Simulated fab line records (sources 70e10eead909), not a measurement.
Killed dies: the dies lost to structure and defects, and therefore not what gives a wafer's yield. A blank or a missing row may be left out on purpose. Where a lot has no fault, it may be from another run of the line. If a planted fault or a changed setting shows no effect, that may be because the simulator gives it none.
fab line records | flow nand-harc
record: lots: 24 wafers: 72 last-day: 33
route steps=1302 shown A_STAIRCASE@844 A_SGD_CUT@908 A_SLIT@924 A_WL_FILL@968
lots with no fault: from the same line, run without faults
start-h: hours from the record's opening day to when the first of the lot's shown wafers began | wait-h: how many hours have passed since the lot's step before this one | " identical to the entry in the row above | L1.1+2: one row covering several wafers at once | - value missing, or start not given | * or withheld: withheld | < > ~ a bound
route shown NAME@n: NAME is a module with steps in the file, n the number in the route of the first one | usual: average and standard deviation across the fault-free wafers | same: alike in all rows | chamber/n: place in a boat | sites: the reading at each site | _std_site: how widely they spread, as a standard deviation | _edge_site: mean of outer sites minus mean of inner sites | radius-mm: how far each site lies from the wafer's centre | mask NAME#n: copy n | behind: the tool/chamber that last shaped the wafer | hold: what put the lot on hold/how long, in hours/how the hold closed | device: transistor that didn't switch, given as n, p or np | end of line: at the end of the route, the tests of the same wafers | a step without rows: its recipe alone | killed: count of dies lost to structure and defects at first sort (not the wafer's yield) | map: dies across one wafer; x = killed, . = not, _ = none there
set.NAME: the setting as run; set.NAME@STEP: as run at that earlier step | model.NAME: the simulator's own value behind a step, which no gauge read
route steps across a sampled set of lots; one table per step, one row per wafer
services: the hour from which a tool's chamber was out of use, counted from the record's first day as start-h (under 0 if before that day), plus the number of hours and why
== steps ==
step: NHARC_A_STAIRCASE_DEP_417
recipe: target-thk-a: 600 step-coverage-pct: 20 temp-c: 400 target-thk-nm: 60 flow-sccm: 200 rf-w: 450 material: Si3N4
usual: heater-power-w: 700/75
columns lot.wafer tool chamber start-h wait-h heater-power-w
L074.1 pecvd-03 2 415.42 - 629
L074.3 " 0 " " 793
L074.4 " 2 " " 644
L075.2 pecvd-04 1 419.53 - 649
L075.3 " 2 " " 797
L075.6 " 0 " " 649
L076.3 pecvd-04 2 423.72 - 858
L076.2 " 1 " " 699
L076.5 " 2 " " 841
L077.2 pecvd-04 1 425.68 - 703
L077.6 " 2 " " 786
L077.5 " 1 " " 708
L079.1 pecvd-04 2 434.09 - 859
L079.6 " 0 " " 677
L079.5 " 2 " " 847
L078.2 pecvd-04 2 450.71 - 718
L078.3 " 0 " " 685
L078.6 " 2 " " 726
L080.2 pecvd-02 2 453.16 - 772
L080.1 " 0 " " 793
L080.6 " 1 " " 535
L082.3 pecvd-02 0 460.80 - 740
L082.1 " 1 " " 653
L082.6 " 0 " " 724
L081.1 pecvd-04 0 465.65 - 741
L081.3 " 2 " " 782
L081.6 " 1 " " 628
L083.1 pecvd-03 1 490.43 - 696
L083.5 " 2 " " 615
L083.6 " 1 " " 669
L084.1 pecvd-04 0 494.68 - 671
L084.3 " 1 " " 654
L084.2 " 2 " " 737
L085.1 pecvd-03 1 503.51 - 772
L085.6 " 0 " " 694
L085.4 " 1 " " 765
L087.2 pecvd-02 0 528.69 - 737
L087.1 " 1 " " 535
L087.4 " 2 " " 701
L086.2 pecvd-04 2 530.59 - 856
L086.4 " 1 " " 650
L086.5 " 2 " " 857
L088.3 pecvd-02 1 546.83 - 572
L088.4 " 0 " " 756
L088.6 " 1 " " 570
L089.2 pecvd-04 1 548.48 - 653
L089.1 " 2 " " 863
L089.3 " 0 " " 656
L090.1 pecvd-02 2 564.28 - 753
L090.6 " 2 " " 769
L090.5 " 0 " " 786
L091.2 pecvd-04 1 576.37 - 640
L091.5 " 2 " " 800
L091.6 " 1 " " 643
L092.2 pecvd-04 0 584.34 - 661
L092.3 " 0 " " 659
L092.4 " 1 " " 641
L093.2 pecvd-03 2 586.66 - 598
L093.1 " 0 " " 681
L093.5 " 1 " " 709
L094.2 pecvd-02 0 588.40 - 783
L094.3 " 1 " " 632
L094.5 " 0 " " 786
L095.3 pecvd-02 0 609.52 - 642
L095.1 " 1 " " 606
L095.2 " 2 " " 771
L097.2 pecvd-03 0 619.73 - 623
L097.6 " 0 " " 638
L097.4 " 1 " " 758
L096.1 pecvd-03 1 622.27 - 781
L096.2 " 0 " " 714
L096.4 " 1 " " 802
step: NHARC_A_STAIRCASE_DEP_471
recipe: target-thk-a: 1000 temp-c: 400 pressure-torr: 6.5 rf-w: 900 teos-flow-sccm: 161.4 flow-sccm: 2650 target-thk-nm: 100 gas: O2 material: SiO2
usual: heater-power-w: 525/79 throttle-valve-pct: 16.3/0.41
columns lot.wafer tool chamber start-h wait-h heater-power-w throttle-valve-pct
L074.3 pecvd-03 1 458.31 - 613 17.3
L074.1 " 2 " " 421 15.7
L074.4 " 2 " " 432 15.8
L076.3 pecvd-03 2 465.75 - 426 15.6
L076.2 " 0 " " 573 16.6
L076.5 " 1 " " 489 17.0
L077.2 pecvd-02 2 468.61 - 643 15.8
L077.5 " 1 " " 364 15.9
L077.6 " 0 " " 538 16.1
L075.3 pecvd-02 1 469.36 - 380 16.0
L075.2 " 2 " " 621 16.0
L075.6 " 0 " " 603 16.0
L079.1 pecvd-02 2 474.94 - 491 15.9
L079.5 " 1 " " 463 15.8
L079.6 " 2 " " 498 15.9
L080.2 pecvd-04 0 493.67 - 406 16.5
L080.1 " 2 " " 584 16.9
L080.6 " 2 " " 592 16.7
L078.2 pecvd-02 0 493.84 - 602 16.1
L078.3 " 2 " " 578 15.9
L078.6 " 1 " " 415 16.1
L082.1 pecvd-02 2 510.20 - 614 15.9
L082.3 " 1 " " 396 15.8
L082.6 " 0 " " 561 16.1
L081.1 pecvd-02 1 520.63 - 476 15.9
L081.3 " 1 " " 480 16.0
L081.6 " 1 " " 482 16.2
L084.1 pecvd-02 2 537.58 - 573 16.0
L084.2 " 0 " " 521 15.9
L084.3 " 1 " " 444 15.9
L083.1 pecvd-03 2 537.79 - 521 15.9
L083.6 " 0 " " 603 16.8
L083.5 " 1 " " 549 17.0
L085.1 pecvd-04 1 545.64 - 547 16.2
L085.6 " 2 " " 680 16.6
L085.4 " 0 " " 534 16.6
L087.1 pecvd-04 1 575.70 - 486 16.1
L087.2 " 2 " " 566 16.6
L087.4 " 2 " " 577 16.9
L086.2 pecvd-02 0 578.56 - 571 16.2
L086.4 " 0 " " 574 16.2
L086.5 " 2 " " 640 16.0
L089.2 pecvd-04 0 591.37 - 461 16.7
L089.1 " 1 " " 586 16.3
L089.3 " 0 " " 469 16.7
L088.3 pecvd-03 1 593.20 - 605 16.2
L088.4 " 1 " " 629 16.2
L088.6 " 2 " " 490 15.8
L090.1 pecvd-04 1 608.34 0.1 544 16.8
L090.6 " 2 " " 641 16.8
L090.5 " 0 " " 496 16.7
L093.1 pecvd-04 2 627.06 - 653 16.8
L093.2 " 1 " " 451 16.9
L093.5 " 1 " " 477 16.7
L091.2 pecvd-03 0 628.86 - 530 16.7
L091.6 " 0 " " 548 16.4
L091.5 " 1 " " 525 16.2
L092.2 pecvd-02 1 632.62 - 392 15.9
L092.4 " 1 " " 393 15.9
L092.3 " 2 " " 664 15.3
L094.2 pecvd-03 2 633.10 - 485 15.9
L094.3 " 0 " " 471 16.4
L094.5 " 0 " " 472 16.3
L095.3 pecvd-03 1 653.74 - 486 16.4
L095.2 " 2 " " 442 16.2
L095.1 " 0 " " 599 16.3
L096.1 pecvd-03 2 665.41 - 475 16.0
L096.2 " 0 " " 563 16.5
L096.4 " 0 " " 592 16.6
L097.2 pecvd-03 2 667.70 - 473 16.2
L097.6 " 0 " " 585 16.9
L097.4 " 1 " " 514 16.5
step: NHARC_A_SGD_CUT_ETCH_16
recipe: target-depth-a: 3105 time-s: 155.2 c4f8-flow-sccm: withheld o2-flow-sccm: 8 ar-flow-sccm: withheld rf-w: 600 bias-w: 800 chemistry: C4F8/O2/Ar
usual: oes-product-au: 0.969/0.015 rf-vpp-V: 721/3.4
columns lot.wafer tool chamber start-h wait-h oes-product-au rf-hours-counter-h rf-vpp-V
L074.3 rie-diel-07 0 - - 0.985 9 724
L074.1 " 1 " " 0.979 8 719
L074.4 " 2 " " 0.970 8 725
L076.3 rie-diel-12 3 - - 0.963 1 729
L076.2 " 0 " " 0.996 1 726
L076.5 " 2 " " 0.973 - 720
L077.2 rie-diel-07 2 - - 0.966 9 725
L077.6 " 3 " " 0.964 - 721
L077.5 " 0 " " 0.974 - 723
L075.2 rie-diel-09 1 - - 0.985 7 718
L075.3 " 2 " " 1.003 8 720
L075.6 " 0 " " 0.976 - 720
L079.1 rie-diel-09 2 - - 0.963 8 720
L079.6 " 1 " " 0.953 - 717
L079.5 " 2 " " 0.965 - 720
L080.2 rie-diel-07 1 - - 0.961 1 720
L080.1 " 2 " " 0.977 1 726
L080.6 " 0 " " 0.966 - 723
L078.2 rie-diel-09 2 496.31 0.1 0.980 9 719
L078.3 " 0 " " 0.979 - 719
L078.6 " 0 " " 0.985 - 719
L082.1 rie-diel-07 2 - - 0.945 2 726
L082.3 " 0 " " 0.942 2 722
L082.6 " 2 " " 0.940 - 726
L081.1 rie-diel-12 0 - - 0.984 4 727
L081.3 " 2 " " 0.963 4 721
L081.6 " 0 " " 0.994 - 729
L084.2 rie-diel-07 3 - - 0.992 2 722
L084.3 " 0 " " 0.961 3 723
L084.1 " 1 " " 0.973 3 719
L083.1 rie-diel-09 2 - - 0.977 1 718
L083.6 " 1 " " 0.970 - 718
L083.5 " 2 " " 0.968 - 719
L085.4 rie-diel-12 1 - - 0.969 5 716
L085.1 " 2 " " 0.975 5 720
L085.6 " 3 " " 0.978 - 728
L087.4 rie-diel-09 1 - - 0.978 5 716
L087.1 " 3 " " 1.000 5 722
L087.2 " 0 " " 0.978 5 717
L086.4 rie-diel-07 1 - - 0.937 5 719
L086.2 " 3 " " 0.958 5 721
L086.5 " 2 " " 0.945 - 725
L089.1 rie-diel-07 0 - - 0.950 7 723
L089.2 " 2 " " 0.975 5 726
L089.3 " 3 " " 0.989 6 722
L088.3 rie-diel-07 3 - - 0.986 6 721
L088.4 " 2 " " 0.958 6 725
L088.6 " 0 " " 0.978 - 723
L090.1 rie-diel-09 2 - - 0.966 8 719
L090.5 " 0 " " 0.977 - 720
L090.6 " 1 " " 0.982 - 717
L093.1 rie-diel-07 1 - - 0.940 8 718
L093.2 " 3 " " 0.958 8 722
L093.5 " 1 " " 0.940 - 720
L091.2 rie-diel-07 3 - - 0.982 8 723
L091.5 " 1 " " 0.966 - 718
L091.6 " 2 " " 0.978 - 725
L092.3 rie-diel-09 1 - - 0.973 10 715
L092.4 " 2 " " 0.967 10 720
L092.2 " 3 " " 0.972 10 720
L094.3 rie-diel-12 3 - - 0.953 0 728
L094.2 " 0 " " 0.966 0 727
L094.5 " 3 " " 0.966 - 729
L095.1 rie-diel-12 1 - - 0.937 3 716
L095.2 " 2 " " 0.941 3 720
L095.3 " 0 " " 0.945 4 728
L096.1 rie-diel-07 3 - - 0.995 1 721
L096.2 " 0 " " 0.972 1 723
L096.4 " 1 " " 0.969 1 718
L097.4 rie-diel-09 3 - - 0.963 12 722
L097.2 " 1 " " 0.981 12 717
L097.6 " 0 " " 0.973 - 720
step: NHARC_A_SLIT_DEP_23
recipe: target-thk-a: 1000 target-thk-nm: 100 temp-c: 400 pressure-torr: 3.5 flow-sccm: 200 rf-w: 350 material: SiON
usual: heater-power-w: 758/85
columns lot.wafer tool chamber start-h wait-h heater-power-w
L074.3 pecvd-01 1 472.03 1.9 943
L074.1 " 2 " " 660
L074.4 " 2 " " 671
L077.2 pecvd-01 0 478.07 2.5 832
L077.5 " 0 " " 808
L077.6 " 2 " " 713
L076.2 pecvd-02 1 479.56 2.5 695
L076.3 " 2 " " 707
L076.5 " 2 " " 739
L075.3 pecvd-04 2 483.27 1.9 924
L075.2 " 0 " " 699
L075.6 " 0 " " 726
L079.1 pecvd-02 2 487.37 3.2 726
L079.6 " 0 " " 800
L079.5 " 1 " " 645
L080.1 pecvd-02 1 508.49 3.2 584
L080.2 " 0 " " 693
L080.6 " 1 " " 584
L078.2 pecvd-04 1 508.59 2.7 753
L078.3 " 2 " " 868
L078.6 " 2 " " 860
L082.3 pecvd-04 0 534.38 1.9 702
L082.1 " 2 " " 878
L082.6 " 2 " " 866
L081.3 pecvd-01 2 539.92 1.9 707
L081.1 " 0 " " 734
L081.6 " 1 " " 860
L084.2 pecvd-01 1 555.45 2.5 916
L084.1 " 2 " " 729
L084.3 " 0 " " 839
L083.1 pecvd-04 0 555.72 3.1 674
L083.6 " 2 " " 886
L083.5 " 1 " " 740
L085.1 pecvd-01 2 566.73 3.2 691
L085.6 " 2 " " 707
L085.4 " 1 " " 889
L087.2 pecvd-01 2 588.34 2.5 725
L087.1 " 0 " " 837
L087.4 " 0 " " 870
L086.2 pecvd-04 1 588.38 2.6 743
L086.4 " 0 " " 586
L086.5 " 1 " " 742
L089.2 pecvd-04 2 604.85 2.5 884
L089.1 " 0 " " 635
L089.3 " 1 " " 650
L088.3 pecvd-02 2 606.13 2.0 756
L088.4 " 0 " " 720
L088.6 " 2 " " 786
L090.1 pecvd-04 0 621.99 3.2 661
L090.6 " 1 " " 716
L090.5 " 2 " " 798
L091.2 pecvd-01 0 639.52 2.7 805
L091.5 " 0 " " 825
L091.6 " 1 " " 862
L093.2 pecvd-01 1 640.06 2.9 796
L093.1 " 0 " " 844
L093.5 " 0 " " 883
L094.2 pecvd-04 2 645.16 2.4 785
L094.3 " 1 " " 742
L094.5 " 2 " " 798
L092.3 pecvd-01 1 648.58 1.9 850
L092.2 " 0 " " 858
L092.4 " 1 " " 859
L095.2 pecvd-04 1 667.61 2.5 709
L095.1 " 2 " " 890
L095.3 " 0 " " 631
L097.2 pecvd-02 1 683.35 2.7 581
L097.4 " 1 " " 569
L097.6 " 0 " " 700
L096.1 pecvd-01 1 683.52 3.1 835
L096.2 " 2 " " 730
L096.4 " 2 " " 719
step: NHARC_A_SLIT_ETCH_24
recipe: target-depth-a: 1210 time-s: 60.5 cf4-flow-sccm: 100 chf3-flow-sccm: 30 ar-flow-sccm: 0 rf-w: 500 bias-w: 200 chemistry: CF4/CHF3
usual: drypump-motor-current-A: 5.9/0.62 oes-product-au: 0.962/0.014 rf-vpp-V: 370.8/1.6 showerhead-plenum-p-Torr: 1.58/0.042 throttle-valve-pct: 16.802/0.01
columns lot.wafer tool chamber start-h wait-h drypump-motor-current-A oes-product-au rf-hours-counter-h rf-vpp-V showerhead-plenum-p-Torr throttle-valve-pct
L074.1 rie-diel-02 1 472.87 0.1 5.8 0.962 4.3 371.4 1.61 16.804
L074.3 " 3 " " 5.9 0.939 2.9 372.7 1.60 16.790
L074.4 " 1 " " 5.7 0.967 - 372.4 1.61 16.801
L077.2 rie-diel-02 1 479.16 0.1 5.8 0.941 5.3 370.9 1.61 16.804
L077.5 " 3 " " 5.9 0.931 - 372.2 1.60 16.809
L077.6 " 2 " " 6.5 0.934 - 370.3 1.56 16.814
L076.3 rie-diel-05 2 480.52 0.1 6.5 0.972 4.6 372.3 1.63 16.785
L076.2 " 3 " " 6.2 0.983 4.1 368.9 1.51 16.802
L076.5 " 0 " " 5.0 0.958 - 373.0 1.64 16.801
L075.2 rie-diel-05 1 484.23 0.1 5.1 0.971 5.9 371.0 1.60 16.801
L075.3 " 3 " " 6.2 0.993 4.6 368.5 1.51 16.787
L075.6 " 1 " " 5.1 0.962 - 370.4 1.60 16.783
L079.1 rie-diel-05 2 488.27 0.1 6.5 0.972 6.3 371.1 1.63 16.795
L079.6 " 1 " " 5.1 0.958 - 370.6 1.60 16.814
L079.5 " 2 " " 6.5 0.963 - 373.9 1.63 16.819
L080.1 rie-diel-05 2 509.45 0.1 6.5 0.969 7.7 371.7 1.63 16.810
L080.2 " 0 " " 5.0 0.957 7.1 372.2 1.64 16.795
L080.6 " 1 " " 5.1 0.976 - 372.3 1.60 16.798
L078.2 rie-diel-03 2 509.59 0.1 5.2 0.977 1.6 371.6 1.56 16.796
L078.3 " 1 " " 6.1 0.948 1.7 368.2 1.50 16.795
L078.6 " 2 " " 5.2 0.974 - 369.3 1.56 16.793
L082.3 rie-diel-03 0 535.34 0.1 6.8 0.970 2.7 371.1 1.59 16.821
L082.1 " 2 " " 5.2 0.971 3.1 369.1 1.56 16.812
L082.6 " 3 " " 6.4 0.972 - 369.7 1.55 16.812
L081.3 rie-diel-05 2 540.90 0.1 6.5 0.961 9.0 372.5 1.63 16.812
L081.1 " 1 " " 5.1 0.953 10.0 370.8 1.60 16.818
L081.6 " 3 " " 6.2 0.943 - 368.9 1.51 16.796
L084.2 rie-diel-03 0 556.40 0.1 6.8 0.956 3.9 372.7 1.59 16.807
L084.1 " 1 " " 6.1 0.935 3.9 367.8 1.50 16.794
L084.3 " 3 " " 6.4 0.965 3.8 370.4 1.55 16.793
L083.1 rie-diel-05 0 556.65 0.1 5.0 0.957 8.5 371.9 1.64 16.791
L083.5 " 3 " " 6.2 0.961 - 367.7 1.51 16.805
L083.6 " 0 " " 5.0 0.959 - 372.6 1.64 16.792
L085.1 rie-diel-05 1 567.56 0.1 5.1 0.976 11.2 371.9 1.60 16.806
L085.4 " 3 " " 6.2 0.966 9.1 369.2 1.51 16.805
L085.6 " 1 " " 5.1 0.984 - 372.0 1.60 16.792
L087.1 rie-diel-03 3 589.29 0.1 6.4 0.969 6.5 368.6 1.55 16.772
L087.4 " 1 " " 6.1 0.975 6.4 367.2 1.50 16.801
L087.2 " 2 " " 5.2 0.975 6.2 370.3 1.56 16.801
L086.2 rie-diel-02 0 589.44 0.1 5.3 0.964 0.5 370.4 1.60 16.787
L086.4 " 2 " " 6.5 0.967 0.7 370.1 1.56 16.791
L086.5 " 0 " " 5.3 0.968 - 371.0 1.60 16.797
L089.1 rie-diel-03 2 605.67 0.1 5.2 0.969 7.6 369.1 1.56 16.810
L089.2 " 3 " " 6.4 0.965 7.9 370.3 1.55 16.804
L089.3 " 0 " " 6.8 0.972 8.1 370.9 1.59 16.799
L088.3 rie-diel-02 1 606.91 0.1 5.8 0.956 1.7 371.7 1.60 16.798
L088.4 " 2 " " 6.6 0.953 1.6 371.3 1.56 16.803
L088.6 " 1 " " 5.8 0.955 - 372.0 1.61 16.820
L090.1 rie-diel-05 2 622.82 0.1 6.5 0.983 1.6 373.8 1.63 16.787
L090.5 " 1 " " 5.1 0.957 - 371.3 1.60 16.807
L090.6 " 2 " " 6.5 0.976 - 371.3 1.63 16.803
L091.2 rie-diel-05 0 640.52 0.1 5.0 0.951 2.8 373.7 1.64 16.812
L091.6 " 1 " " 5.1 0.971 - 370.3 1.60 16.810
L091.5 " 3 " " 6.2 0.955 - 368.6 1.51 16.801
L093.1 rie-diel-02 1 641.09 0.1 5.8 0.975 3.4 372.5 1.60 16.798
L093.2 " 3 " " 5.9 0.951 3.1 371.6 1.60 16.779
L093.5 " 0 " " 5.2 0.974 - 371.4 1.60 16.806
L094.3 rie-diel-03 2 646.20 0.1 5.2 0.982 0.1 370.2 1.56 16.825
L094.2 " 0 " " 6.8 0.973 0.1 370.2 1.59 16.804
L094.5 " 2 " " 5.2 0.978 - 369.6 1.56 16.817
L092.3 rie-diel-03 2 649.53 0.1 5.2 0.969 1.0 370.1 1.56 16.790
L092.2 " 3 " " 6.4 0.960 0.5 368.6 1.55 16.807
L092.4 " 0 " " 6.7 0.979 0.5 371.6 1.59 16.788
L095.2 rie-diel-05 2 668.43 0.1 6.5 0.939 3.8 373.3 1.63 16.819
L095.3 " 3 " " 6.3 0.954 5.0 367.0 1.51 16.817
L095.1 " 0 " " 5.0 0.920 4.8 372.2 1.64 16.799
L097.4 rie-diel-02 2 684.18 0.1 6.5 0.958 4.8 371.2 1.56 16.795
L097.2 " 3 " " 5.9 0.955 4.9 370.9 1.60 16.790
L097.6 " 2 " " 6.5 0.953 - 369.2 1.56 16.792
L096.2 rie-diel-03 3 684.52 0.1 6.4 0.943 2.6 370.0 1.55 16.803
L096.1 " 0 " " 6.7 0.946 2.8 371.5 1.59 16.809
L096.4 " 0 " " 6.7 0.946 - 370.3 1.59 16.798
step: NHARC_A_WL_FILL_ETCHBACK_17
recipe: target-depth-a: 40 time-s: 26.7 chemistry: Cl2/BCl3
usual: drypump-motor-current-A: 5.7/0.57 oes-product-au: 0.996/0.011
columns lot.wafer tool chamber start-h wait-h drypump-motor-current-A oes-product-au rf-hours-counter-h
L074.1 rie-metal-01 1 498.64 - 5.0 0.983 1.6
L074.3 " 1 " " 4.9 0.996 -
L074.4 " 0 " " 5.4 1.009 -
L077.2 rie-metal-02 1 507.50 - 6.3 0.986 1.4
L077.6 " 0 " " 6.0 0.994 -
L077.5 " 1 " " 6.3 0.983 -
L075.2 rie-metal-03 0 510.76 - 6.6 0.988 4.4
L075.3 " 0 " " 6.6 0.982 -
L075.6 " 0 " " 6.6 0.985 -
L076.2 rie-metal-01 0 510.79 - 5.4 1.000 1.9
L076.3 " 0 " " 5.5 0.991 -
L076.5 " 0 " " 5.5 0.999 -
L079.1 rie-metal-02 0 516.37 - 6.0 0.994 1.4
L079.6 " 1 " " 6.3 0.984 -
L079.5 " 0 " " 6.0 0.985 -
L080.1 rie-metal-03 1 535.43 - 5.3 0.988 0
L080.2 " 0 " " 6.6 0.997 0
L080.6 " 1 " " 5.4 0.993 -
L078.2 rie-metal-01 0 535.46 - 5.4 0.999 2.2
L078.3 " 0 " " 5.4 0.999 -
L078.6 " 1 " " 4.9 0.986 -
L082.1 rie-metal-01 0 561.05 - 5.5 1.011 2.3
L082.3 " 0 " " 5.4 1.013 -
L082.6 " 0 " " 5.5 1.004 -
L081.1 rie-metal-02 1 568.13 - 6.2 0.989 2.0
L081.3 " 0 " " 6.0 1.005 -
L081.6 " 0 " " 6.0 0.998 -
L083.1 rie-metal-03 0 582.34 - 6.6 1.012 0.7
L083.6 " 0 " " 6.6 0.995 -
L083.5 " 1 " " 5.3 1.007 -
L084.2 rie-metal-02 1 582.40 - 6.3 0.984 2.5
L084.1 " 0 " " 6.0 0.988 2.5
L084.3 " 0 " " 6.0 0.987 -
L085.1 rie-metal-01 0 598.86 - 5.4 1.013 0.2
L085.4 " 0 " " 5.4 1.013 -
L085.6 " 0 " " 5.5 1.019 -
L086.2 rie-metal-01 0 615.52 - 5.4 1.017 0.5
L086.4 " 0 " " 5.4 1.018 -
L086.5 " 1 " " 4.9 1.007 -
L087.2 rie-metal-03 1 623.77 - 5.3 0.981 1.7
L087.1 " 0 " " 6.6 0.991 2.1
L087.4 " 0 " " 6.6 0.993 -
L089.2 rie-metal-01 1 633.10 - 4.9 1.005 0.8
L089.1 " 0 " " 5.4 1.016 0.8
L089.3 " 1 " " 5.0 0.998 -
L088.4 rie-metal-03 0 633.15 - 6.6 0.989 -
L088.3 " 1 " " 5.3 0.985 -
L088.6 " 0 " " 6.6 0.986 -
L090.1 rie-metal-01 1 649.38 - 5.0 1.004 1.1
L090.5 " 0 " " 5.4 1.021 -
L090.6 " 1 " " 4.9 1.005 -
L091.2 rie-metal-03 0 665.46 - 6.6 1.002 3.0
L091.6 " 0 " " 6.6 1.002 -
L091.5 " 1 " " 5.3 0.989 -
L093.2 rie-metal-02 0 665.50 - 6.0 0.989 0.7
L093.1 " 1 " " 6.2 0.981 0.7
L093.5 " 0 " " 6.0 0.986 -
L094.2 rie-metal-03 1 674.12 - 5.3 0.999 2.6
L094.3 " 0 " " 6.6 0.991 -
L094.5 " 0 " " 6.6 0.980 -
L092.2 rie-metal-02 1 675.12 - 6.3 0.988 0.7
L092.4 " 0 " " 6.0 1.002 -
L092.3 " 1 " " 6.3 0.986 -
L095.1 rie-metal-03 1 693.74 - 5.3 0.995 2.7
L095.2 " 1 " " 5.3 0.992 -
L095.3 " 1 " " 5.3 0.990 -
L096.1 rie-metal-03 1 711.40 - 5.3 1.003 0
L096.2 " 0 " " 6.6 0.991 0
L096.4 " 1 " " 5.3 1.011 -
L097.2 rie-metal-02 1 713.86 - 6.2 0.998 1.3
L097.4 " 1 " " 6.3 0.994 -
L097.6 " 0 " " 6.0 1.001 -
== services ==
columns tool chamber start-h hours kind
rie-diel-05 - 406.62 9.0 pm
pecvd-02 - 408.19 13.0 pm
pecvd-03 2 408.63 6.7 repair
pecvd-01 - 430.20 1.5 repair
rie-diel-07 - 439.03 0.2 repair
pecvd-04 - 465.95 13.0 pm
rie-diel-07 - 471.25 9.0 pm
pecvd-02 2 482.13 1.7 repair
pecvd-03 - 497.69 1.1 repair
pecvd-01 - 504.31 13.0 pm
pecvd-03 0 512.03 3.9 repair
pecvd-02 2 518.55 3.7 repair
pecvd-03 - 547.00 13.0 pm
pecvd-04 2 578.19 20.8 repair
rie-diel-05 - 583.64 9.0 pm
pecvd-02 - 589.19 13.0 pm
pecvd-02 0 622.36 28.2 repair
pecvd-04 0 633.48 24.5 repair
rie-diel-05 2 635.47 6.6 repair
pecvd-04 - 646.99 13.0 pm
rie-diel-07 - 648.25 9.0 pm
pecvd-04 0 689.90 5.0 repair
rie-diel-07 - 701.65 0.5 repair
pecvd-04 - 707.82 2.0 repair
== key ==
fault none
